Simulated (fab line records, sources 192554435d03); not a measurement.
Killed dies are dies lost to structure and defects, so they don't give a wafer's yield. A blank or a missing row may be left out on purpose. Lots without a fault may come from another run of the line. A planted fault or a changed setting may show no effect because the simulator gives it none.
Split-lot experiment | flow n5_finfet | 7 lots, 21 wafers read, on a route of 1938 steps

THE SPLIT
At N5_DUMMY_GATE_ETCH_32 (etches SiO2 in CF4, target depth 3.5 nm, time 3.9 s), the setting time_s was moved away from the recipe's 3.9 s on 6 of the 21 wafers read, by -21.6% to -8.1%. The other wafers ran this setting at the recipe's value.

The reading is taken at the split's own step.

THE READING
etch.depth_nm (the simulator's own value, which no gauge read), in nm, at N5_DUMMY_GATE_ETCH_32 (etches SiO2 in CF4, target depth 3.5 nm, time 3.9 s). The file gives no usual value for it. The 15 wafers here that ran the recipe average 3.509 nm, standard deviation 0.037 nm.

wafer  | tool, chamber at the split | time_s as run, s | against the recipe | etch.depth_nm, nm | against lot-mates on the recipe
L075.2 | rie_si-02, 1               | 3.9              | recipe             | 3.495             | -
L075.3 | rie_si-02, 3               | 3.9              | recipe             | 3.515             | -
L075.6 | rie_si-02, 2               | 3.9              | recipe             | 3.479             | -
L081.2 | rie_si-04, 1               | 3.9              | recipe             | 3.493             | -
L081.3 | rie_si-04, 2               | 3.9              | recipe             | 3.459             | -
L081.6 | rie_si-04, 1               | 3.9              | recipe             | 3.504             | -
L082.2 | rie_si-05, 1               | 3.9              | recipe             | 3.49              | -
L082.5 | rie_si-05, 3               | 3.9              | recipe             | 3.615             | -
L082.6 | rie_si-05, 0               | 3.106            | -20.4%             | 2.859             | -0.694
L083.2 | rie_si-04, 1               | 3.9              | recipe             | 3.516             | -
L083.3 | rie_si-04, 3               | 3.159            | -19.0%             | 2.84              | -0.676
L083.4 | rie_si-04, 2               | 3.159            | -19.0%             | 2.815             | -0.701
L086.2 | rie_si-05, 1               | 3.9              | recipe             | 3.516             | -
L086.3 | rie_si-05, 3               | 3.9              | recipe             | 3.546             | -
L086.6 | rie_si-05, 0               | 3.9              | recipe             | 3.527             | -
L089.1 | rie_si-02, 3               | 3.059            | -21.6%             | 2.765             | -0.743
L089.5 | rie_si-02, 3               | 3.9              | recipe             | 3.508             | -
L089.6 | rie_si-02, 2               | 3.059            | -21.6%             | 2.747             | -0.761
L093.1 | rie_si-02, 1               | 3.585            | -8.1%              | 3.197             | -0.287
L093.3 | rie_si-02, 3               | 3.9              | recipe             | 3.514             | -
L093.4 | rie_si-02, 0               | 3.9              | recipe             | 3.455             | -

THE FIT
A straight line over all 21 wafers: etch.depth_nm changes by +0.0347 nm for each +1% of time_s; r = +0.99; the points scatter about the line by 0.037 nm.
The same after taking each lot's own level away (the mean of its wafers on the recipe; 21 wafers): +0.0352 nm for each +1%; r = +1.00; scatter 0.027 nm.
On that fit, the largest move of time_s shifts the reading by 0.76 nm.
The lots' own levels span 3.4845 to 3.5525 nm, that is 1.9 times the standard deviation above.
So the lot-to-lot level changes the slope little: the two slopes agree.
Check: with one of the wafers moved furthest among these (-21.6%) left out of the fit, the line predicts -0.763 nm for it against its lot-mates. It came out at -0.743 nm against them.

OTHER SPLITS ON THESE WAFERS
These wafers also went through other splits before the reading. Each is held against what the fit with the lots' levels taken away leaves over:
other split on the same wafers          | wafers away from the commonest value | r with etch.depth_nm (lot level and that fit taken away)
N5_ZERO_LAYER_EXPOSE_08 dose_mj         | 7                                    | +0.05
N5_ZERO_LAYER_DEVELOP_10 develop_time_s | 6                                    | -0.09
N5_WELL_APT_COAT_02 spin_rpm            | 7                                    | +0.18
N5_WELL_APT_PEB_06 peb_time_s           | 10                                   | -0.18
N5_FIN_SAQP_EXPOSE_13 dose_mj           | 7                                    | -0.16
N5_FIN_CUT_CUT_ETCH_26 source_w         | 8                                    | +0.15
N5_DUMMY_GATE_ETCH_37 source_w          | 5                                    | +0.14

THE FILE'S OWN FIT
etch.depth_nm changes by +0.035 nm for each +1% of time_s, r = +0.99.
